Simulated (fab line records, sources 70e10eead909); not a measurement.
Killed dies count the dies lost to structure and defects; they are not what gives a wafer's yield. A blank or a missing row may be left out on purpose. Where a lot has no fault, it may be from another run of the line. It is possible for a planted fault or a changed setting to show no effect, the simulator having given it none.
The tool behind it: which one? / flow nand harc / Sampling: 24 lots, 72 wafers, 5 of 1302 route steps

== WHAT THE GAUGES READ, wafer by wafer ==
NHARC_P_M2_CD_MEAS_16.
lot=L074; measured=day 6 16:54; on=cd sem-01; cd nm (nm)=168.9 168.6 169.4
lot=L075; measured=day 6 22:42; on=cd sem-03; cd nm (nm)=171.2 169.3 170.7
lot=L076; measured=day 7 03:33; on=cd sem-03; cd nm (nm)=169.8 170.2 170.0
lot=L077; measured=day 7 20:25; on=cd sem-01; cd nm (nm)=169.9 170.8 170.1
lot=L078; measured=day 8 04:51; on=cd sem-01; cd nm (nm)=169.3 171.2 170.2
lot=L079; measured=day 8 09:26; on=cd sem-02; cd nm (nm)=170.3 170.5 171.0
lot=L080; measured=day 9 01:23; on=cd sem-01; cd nm (nm)=170.5 171.2 168.6
lot=L081; measured=day 9 02:43; on=cd sem-02; cd nm (nm)=169.1 168.4 168.5
lot=L082; measured=day 9 13:10; on=cd sem-02; cd nm (nm)=171.1 170.7 169.5
lot=L083; measured=day 10 03:00; on=cd sem-02; cd nm (nm)=169.4 170.9 169.8
lot=L084; measured=day 10 16:55; on=cd sem-01; cd nm (nm)=169.8 170.4 169.8
lot=L085; measured=day 10 19:40; on=cd sem-02; cd nm (nm)=169.9 169.1 170.5
lot=L086; measured=day 11 13:43; on=cd sem-03; cd nm (nm)=170.2 169.7 168.4
lot=L088; measured=day 12 11:43; on=cd sem-01; cd nm (nm)=169.4 168.6 169.6
lot=L087; measured=day 12 12:31; on=cd sem-02; cd nm (nm)=169.3 168.8 168.9
lot=L089; measured=day 12 13:23; on=cd sem-03; cd nm (nm)=169.2 169.9 169.5
lot=L090; measured=day 13 03:09; on=cd sem-01; cd nm (nm)=170.1 169.6 169.9
lot=L091; measured=day 13 12:49; on=cd sem-03; cd nm (nm)=168.5 168.9 169.9
lot=L092; measured=day 13 23:34; on=cd sem-03; cd nm (nm)=168.7 169.6 170.1
lot=L093; measured=day 14 03:49; on=cd sem-03; cd nm (nm)=171.1 171.4 170.2
lot=L094; measured=day 14 18:19; on=cd sem-01; cd nm (nm)=169.5 169.1 170.9
lot=L095; measured=day 15 04:58; on=cd sem-01; cd nm (nm)=169.0 167.4 169.0
lot=L096; measured=day 15 09:29; on=cd sem-03; cd nm (nm)=171.0 169.2 169.8
lot=L097; measured=day 16 01:38; on=cd sem-03; cd nm (nm)=169.9 169.4 169.9

NHARC_A_SOURCE_PLATE_THK_MEAS_06: measures by ellipsometry.
lot=L074; measured=day 8 00:16; on=film metro-02; thk nm (nm)=199.9 204.4 198.7
lot=L075; measured=day 8 03:56; on=film metro-01; thk nm (nm)=198.1 196.9 197.2
lot=L076; measured=day 8 09:47; on=film metro-01; thk nm (nm)=201.4 203.0 202.3
lot=L077; measured=day 9 04:38; on=film metro-02; thk nm (nm)=199.4 198.5 198.1
lot=L078; measured=day 9 10:45; on=film metro-02; thk nm (nm)=200.5 200.0 203.0
lot=L079; measured=day 9 14:49; on=film metro-01; thk nm (nm)=201.1 203.2 203.1
lot=L080; measured=day 10 11:51; on=film metro-02; thk nm (nm)=201.8 200.1 200.6
lot=L081; measured=day 10 11:50; on=film metro-01; thk nm (nm)=201.8 200.7 202.2
lot=L082; measured=day 10 23:57; on=film metro-01; thk nm (nm)=202.0 203.5 202.4
lot=L083; measured=day 11 09:13; on=film metro-01; thk nm (nm)=203.2 201.9 202.3
lot=L084; measured=day 11 22:53; on=film metro-01; thk nm (nm)=201.7 202.3 201.4
lot=L085; measured=day 11 22:53; on=film metro-02; thk nm (nm)=201.4 199.5 199.8
lot=L086; measured=day 12 19:40; on=film metro-01; thk nm (nm)=197.8 198.0 197.1
lot=L088; measured=day 13 18:52; on=film metro-01; thk nm (nm)=197.8 198.7 200.1
lot=L087; measured=day 13 18:52; on=film metro-01; thk nm (nm)=197.2 198.5 198.1
lot=L089; measured=day 13 18:52; on=film metro-02; thk nm (nm)=199.0 198.8 201.0
lot=L090; measured=day 14 11:49; on=film metro-01; thk nm (nm)=201.3 200.1 200.7
lot=L091; measured=day 14 19:29; on=film metro-01; thk nm (nm)=200.2 199.3 198.4
lot=L092; measured=day 15 06:03; on=film metro-02; thk nm (nm)=196.9 196.8 199.4
lot=L093; measured=day 15 09:31; on=film metro-01; thk nm (nm)=201.4 201.8 204.0
lot=L094; measured=day 16 01:31; on=film metro-02; thk nm (nm)=200.2 201.4 200.0
lot=L095; measured=day 16 10:25; on=film metro-01; thk nm (nm)=199.0 198.8 200.0
lot=L096; measured=day 16 16:20; on=film metro-01; thk nm (nm)=199.6 198.7 198.0
lot=L097; measured=day 17 07:18; on=film metro-02; thk nm (nm)=201.2 199.0 200.6

NHARC_A_ONON_D1_THK_MEAS_14: measures by ellipsometry.
lot=L074; measured=day 8 03:12; on=film metro-02; thk nm (nm)=996 995 996
lot=L075; measured=day 8 06:50; on=film metro-01; thk nm (nm)=1002 1000 999
lot=L076; measured=day 8 12:43; on=film metro-01; thk nm (nm)=1000 1000 998
lot=L077; measured=day 9 07:35; on=film metro-02; thk nm (nm)=994 994 994
lot=L078; measured=day 9 13:39; on=film metro-01; thk nm (nm)=988 987 985
lot=L079; measured=day 9 17:46; on=film metro-01; thk nm (nm)=1002 1001 1001
lot=L080; measured=day 10 14:46; on=film metro-02; thk nm (nm)=1011 1014 1013
lot=L081; measured=day 10 14:46; on=film metro-01; thk nm (nm)=1015 1018 1017
lot=L082; measured=day 11 02:55; on=film metro-02; thk nm (nm)=1007 1006 1005
lot=L083; measured=day 11 12:11; on=film metro-02; thk nm (nm)=995 995 995
lot=L084; measured=day 12 01:47; on=film metro-02; thk nm (nm)=1006 1005 1006
lot=L085; measured=day 12 01:46; on=film metro-01; thk nm (nm)=988 987 988
lot=L086; measured=day 12 22:37; on=film metro-02; thk nm (nm)=1003 1005 1005
lot=L088; measured=day 13 21:47; on=film metro-01; thk nm (nm)=1002 1003 1000
lot=L087; measured=day 13 21:49; on=film metro-02; thk nm (nm)=1017 1016 1016
lot=L089; measured=day 13 21:48; on=film metro-02; thk nm (nm)=1013 1014 1014
lot=L090; measured=day 14 14:46; on=film metro-02; thk nm (nm)=997 999 999
lot=L091; measured=day 14 22:28; on=film metro-02; thk nm (nm)=1013 1014 1013
lot=L092; measured=day 15 09:00; on=film metro-01; thk nm (nm)=1001 1000 1002
lot=L093; measured=day 15 12:29; on=film metro-02; thk nm (nm)=989 988 988
lot=L094; measured=day 16 04:25; on=film metro-02; thk nm (nm)=979 978 979
lot=L095; measured=day 16 13:19; on=film metro-02; thk nm (nm)=1002 999 998
lot=L096; measured=day 16 19:14; on=film metro-01; thk nm (nm)=993 993 994
lot=L097; measured=day 17 10:15; on=film metro-01; thk nm (nm)=1022 1024 1021

== WHICH TOOL RAN EACH LOT (tool, then ch and the chambers of the sampled wafers, then the start) ==
lot=L074; NHARC_P_M2_STRIP_18=rie diel-02 ch 0,2,3, day 6 17:00; NHARC_P_M2_DEGAS_29=pvd sputter-03, day 6 17:38
lot=L075; NHARC_P_M2_STRIP_18=rie diel-02 ch 0,1,3, day 6 22:46; NHARC_P_M2_DEGAS_29=pvd sputter-03, day 6 23:25
lot=L076; NHARC_P_M2_STRIP_18=rie diel-01 ch 0,2,3, day 7 03:38; NHARC_P_M2_DEGAS_29=pvd sputter-01, day 7 04:17
lot=L077; NHARC_P_M2_STRIP_18=rie diel-02 ch 0,3, day 7 20:29; NHARC_P_M2_DEGAS_29=pvd sputter-02, day 7 21:08
lot=L078; NHARC_P_M2_STRIP_18=rie diel-01 ch 0,1,2, day 8 04:57; NHARC_P_M2_DEGAS_29=pvd sputter-01, day 8 05:34
lot=L079; NHARC_P_M2_STRIP_18=rie diel-01 ch 0,2, day 8 09:31; NHARC_P_M2_DEGAS_29=pvd sputter-02, day 8 10:15
lot=L080; NHARC_P_M2_STRIP_18=rie diel-01 ch 0,1,2, day 9 01:32; NHARC_P_M2_DEGAS_29=pvd sputter-03, day 9 02:08
lot=L081; NHARC_P_M2_STRIP_18=rie diel-01 ch 0,2,3, day 9 02:47; NHARC_P_M2_DEGAS_29=pvd sputter-01, day 9 03:28
lot=L082; NHARC_P_M2_STRIP_18=rie diel-09 ch 1,2, day 9 13:14; NHARC_P_M2_DEGAS_29=pvd sputter-03, day 9 13:53
lot=L083; NHARC_P_M2_STRIP_18=rie diel-01 ch 0,1,3, day 10 03:08; NHARC_P_M2_DEGAS_29=pvd sputter-03, day 10 03:43
lot=L084; NHARC_P_M2_STRIP_18=rie diel-09 ch 0,2,3, day 10 17:02; NHARC_P_M2_DEGAS_29=pvd sputter-02, day 10 17:39
lot=L085; NHARC_P_M2_STRIP_18=rie diel-02 ch 2,3, day 10 19:44; NHARC_P_M2_DEGAS_29=pvd sputter-01, day 10 20:23
lot=L086; NHARC_P_M2_STRIP_18=rie diel-01 ch 2,3, day 11 13:47; NHARC_P_M2_DEGAS_29=pvd sputter-02, day 11 14:26
lot=L088; NHARC_P_M2_STRIP_18=rie diel-01 ch 0,1,2, day 12 11:51; NHARC_P_M2_DEGAS_29=pvd sputter-03, day 12 12:25
lot=L087; NHARC_P_M2_STRIP_18=rie diel-01 ch 1,2, day 12 12:35; NHARC_P_M2_DEGAS_29=pvd sputter-01, day 12 13:16
lot=L089; NHARC_P_M2_STRIP_18=rie diel-01 ch 0,1,3, day 12 13:28; NHARC_P_M2_DEGAS_29=pvd sputter-02, day 12 14:09
lot=L090; NHARC_P_M2_STRIP_18=rie diel-02 ch 0,2,3, day 13 03:13; NHARC_P_M2_DEGAS_29=pvd sputter-01, day 13 03:52
lot=L091; NHARC_P_M2_STRIP_18=rie diel-09 ch 0,2,3, day 13 12:56; NHARC_P_M2_DEGAS_29=pvd sputter-03, day 13 13:32
lot=L092; NHARC_P_M2_STRIP_18=rie diel-01 ch 1,2, day 13 23:40; NHARC_P_M2_DEGAS_29=pvd sputter-02, day 14 00:20
lot=L093; NHARC_P_M2_STRIP_18=rie diel-01 ch 0,2, day 14 03:53; NHARC_P_M2_DEGAS_29=pvd sputter-03, day 14 04:34
lot=L094; NHARC_P_M2_STRIP_18=rie diel-02 ch 0,1,3, day 14 18:26; NHARC_P_M2_DEGAS_29=pvd sputter-02, day 14 19:02
lot=L095; NHARC_P_M2_STRIP_18=rie diel-01 ch 1,2, day 15 05:04; NHARC_P_M2_DEGAS_29=pvd sputter-03, day 15 05:44
lot=L096; NHARC_P_M2_STRIP_18=rie diel-09 ch 0,1,2, day 15 09:35; NHARC_P_M2_DEGAS_29=pvd sputter-02, day 15 10:13
lot=L097; NHARC_P_M2_STRIP_18=rie diel-02 ch 0,1,2, day 16 01:46; NHARC_P_M2_DEGAS_29=pvd sputter-02, day 16 02:20
- NHARC_P_M2_STRIP_18: strips in N2/H2.
- NHARC_P_M2_DEGAS_29: time 60 s.

== AS READ BY THE TOOLS THEMSELVES (means over the sampled wafers that have a number; for cases with no such wafer, the mark the record gives instead) ==
NHARC_P_M2_STRIP_18.
lot=L074; tool=rie diel-02; chamber pressure mTorr (mTorr)=30.001; drypump motor current A (A)=5.5; oes product au (a.u.)=1.006; rf vpp V (V)=89.9; showerhead plenum p Torr (Torr)=1.97; throttle valve pct (%)=14.169
lot=L075; tool=rie diel-02; chamber pressure mTorr (mTorr)=29.993; drypump motor current A (A)=5.6; oes product au (a.u.)=0.997; rf vpp V (V)=90.5; showerhead plenum p Torr (Torr)=1.98; throttle valve pct (%)=14.173
lot=L076; tool=rie diel-01; chamber pressure mTorr (mTorr)=30.019; drypump motor current A (A)=5.8; oes product au (a.u.)=1.002; rf vpp V (V)=90.6; showerhead plenum p Torr (Torr)=2.03; throttle valve pct (%)=14.166
lot=L077; tool=rie diel-02; chamber pressure mTorr (mTorr)=29.995; drypump motor current A (A)=5.5; oes product au (a.u.)=1.003; rf vpp V (V)=89.8; showerhead plenum p Torr (Torr)=1.94; throttle valve pct (%)=14.173
lot=L078; tool=rie diel-01; chamber pressure mTorr (mTorr)=29.991; drypump motor current A (A)=5.8; oes product au (a.u.)=0.999; rf vpp V (V)=89.9; showerhead plenum p Torr (Torr)=2.02; throttle valve pct (%)=14.174
lot=L079; tool=rie diel-01; chamber pressure mTorr (mTorr)=29.988; drypump motor current A (A)=5.4; oes product au (a.u.)=0.999; rf vpp V (V)=90.5; showerhead plenum p Torr (Torr)=1.96; throttle valve pct (%)=14.167
lot=L080; tool=rie diel-01; chamber pressure mTorr (mTorr)=29.995; drypump motor current A (A)=5.8; oes product au (a.u.)=0.986; rf vpp V (V)=90.6; showerhead plenum p Torr (Torr)=2.02; throttle valve pct (%)=14.165
lot=L081; tool=rie diel-01; chamber pressure mTorr (mTorr)=30.007; drypump motor current A (A)=5.8; oes product au (a.u.)=1.000; rf vpp V (V)=90.5; showerhead plenum p Torr (Torr)=2.03; throttle valve pct (%)=14.168
lot=L082; tool=rie diel-09; chamber pressure mTorr (mTorr)=29.995; drypump motor current A (A)=5.5; oes product au (a.u.)=0.998; rf vpp V (V)=91.3; showerhead plenum p Torr (Torr)=2.17; throttle valve pct (%)=14.174
lot=L083; tool=rie diel-01; chamber pressure mTorr (mTorr)=29.994; drypump motor current A (A)=6.1; oes product au (a.u.)=1.000; rf vpp V (V)=91.2; showerhead plenum p Torr (Torr)=2.05; throttle valve pct (%)=14.171
lot=L084; tool=rie diel-09; chamber pressure mTorr (mTorr)=29.977; drypump motor current A (A)=5.7; oes product au (a.u.)=1.004; rf vpp V (V)=90.7; showerhead plenum p Torr (Torr)=2.05; throttle valve pct (%)=14.175
lot=L085; tool=rie diel-02; chamber pressure mTorr (mTorr)=29.993; drypump motor current A (A)=5.6; oes product au (a.u.)=1.004; rf vpp V (V)=90.5; showerhead plenum p Torr (Torr)=2.00; throttle valve pct (%)=14.184
lot=L086; tool=rie diel-01; chamber pressure mTorr (mTorr)=29.977; drypump motor current A (A)=6.1; oes product au (a.u.)=0.991; rf vpp V (V)=91.0; showerhead plenum p Torr (Torr)=2.09; throttle valve pct (%)=14.178
lot=L088; tool=rie diel-01; chamber pressure mTorr (mTorr)=30.020; drypump motor current A (A)=5.8; oes product au (a.u.)=1.007; rf vpp V (V)=90.9; showerhead plenum p Torr (Torr)=2.02; throttle valve pct (%)=14.165
lot=L087; tool=rie diel-01; chamber pressure mTorr (mTorr)=29.991; drypump motor current A (A)=6.1; oes product au (a.u.)=1.008; rf vpp V (V)=90.5; showerhead plenum p Torr (Torr)=2.07; throttle valve pct (%)=14.180
lot=L089; tool=rie diel-01; chamber pressure mTorr (mTorr)=30.011; drypump motor current A (A)=6.1; oes product au (a.u.)=1.008; rf vpp V (V)=90.5; showerhead plenum p Torr (Torr)=2.05; throttle valve pct (%)=14.173
lot=L090; tool=rie diel-02; chamber pressure mTorr (mTorr)=29.977; drypump motor current A (A)=5.5; oes product au (a.u.)=1.001; rf vpp V (V)=90.2; showerhead plenum p Torr (Torr)=1.97; throttle valve pct (%)=14.166
lot=L091; tool=rie diel-09; chamber pressure mTorr (mTorr)=30.030; drypump motor current A (A)=5.7; oes product au (a.u.)=1.004; rf vpp V (V)=90.9; showerhead plenum p Torr (Torr)=2.05; throttle valve pct (%)=14.178
lot=L092; tool=rie diel-01; chamber pressure mTorr (mTorr)=30.008; drypump motor current A (A)=5.8; oes product au (a.u.)=0.991; rf vpp V (V)=90.8; showerhead plenum p Torr (Torr)=2.05; throttle valve pct (%)=14.166
lot=L093; tool=rie diel-01; chamber pressure mTorr (mTorr)=29.993; drypump motor current A (A)=5.4; oes product au (a.u.)=0.999; rf vpp V (V)=90.8; showerhead plenum p Torr (Torr)=1.99; throttle valve pct (%)=14.175
lot=L094; tool=rie diel-02; chamber pressure mTorr (mTorr)=30.014; drypump motor current A (A)=5.6; oes product au (a.u.)=0.998; rf vpp V (V)=91.0; showerhead plenum p Torr (Torr)=1.98; throttle valve pct (%)=14.174
lot=L095; tool=rie diel-01; chamber pressure mTorr (mTorr)=29.970; drypump motor current A (A)=5.8; oes product au (a.u.)=0.995; rf vpp V (V)=90.9; showerhead plenum p Torr (Torr)=2.04; throttle valve pct (%)=14.173
lot=L096; tool=rie diel-09; chamber pressure mTorr (mTorr)=29.981; drypump motor current A (A)=5.5; oes product au (a.u.)=1.007; rf vpp V (V)=91.5; showerhead plenum p Torr (Torr)=2.10; throttle valve pct (%)=14.179
lot=L097; tool=rie diel-02; chamber pressure mTorr (mTorr)=30.027; drypump motor current A (A)=5.6; oes product au (a.u.)=1.000; rf vpp V (V)=90.5; showerhead plenum p Torr (Torr)=1.96; throttle valve pct (%)=14.169

NHARC_P_M2_DEGAS_29.
lot=L074; tool=pvd sputter-03; heater power w (W)=327
lot=L075; tool=pvd sputter-03; heater power w (W)=313
lot=L076; tool=pvd sputter-01; heater power w (W)=411
lot=L077; tool=pvd sputter-02; heater power w (W)=328
lot=L078; tool=pvd sputter-01; heater power w (W)=376
lot=L079; tool=pvd sputter-02; heater power w (W)=330
lot=L080; tool=pvd sputter-03; heater power w (W)=322
lot=L081; tool=pvd sputter-01; heater power w (W)=362
lot=L082; tool=pvd sputter-03; heater power w (W)=310
lot=L083; tool=pvd sputter-03; heater power w (W)=307
lot=L084; tool=pvd sputter-02; heater power w (W)=320
lot=L085; tool=pvd sputter-01; heater power w (W)=410
lot=L086; tool=pvd sputter-02; heater power w (W)=302
lot=L088; tool=pvd sputter-03; heater power w (W)=324
lot=L087; tool=pvd sputter-01; heater power w (W)=403
lot=L089; tool=pvd sputter-02; heater power w (W)=335
lot=L090; tool=pvd sputter-01; heater power w (W)=384
lot=L091; tool=pvd sputter-03; heater power w (W)=322
lot=L092; tool=pvd sputter-02; heater power w (W)=316
lot=L093; tool=pvd sputter-03; heater power w (W)=323
lot=L094; tool=pvd sputter-02; heater power w (W)=331
lot=L095; tool=pvd sputter-03; heater power w (W)=288
lot=L096; tool=pvd sputter-02; heater power w (W)=322
lot=L097; tool=pvd sputter-02; heater power w (W)=328

== THE ANSWER, worked out from the rows above alone ==
Rule: the lots themselves supply what counts as usual. Put in order of their means at a reading, lots are off if they are a third of the lots or fewer, leave a main group of 4 or more, and stand apart from it by a gap of 3 or more times the standard deviation of the main group's means; of several such gaps the widest counts. Not used: any main group whose means are identical at the precision the tables above print for the reading. Also off: a lot with no number at a reading for which 4 or more lots have one. Where the step has rows for the other lots, those lots are counted as sound. After the gauges, taken in route order, come the tools' own readings; for these a lot's mean is taken, as printed above. The first step at which some lot is off is used, and at that step the reading that is off furthest; a lot without a number counts as furthest.
No lot is off on any of the readings shown, so nothing can be concluded from this.

== WHAT THE SIMULATOR PUT IN ==
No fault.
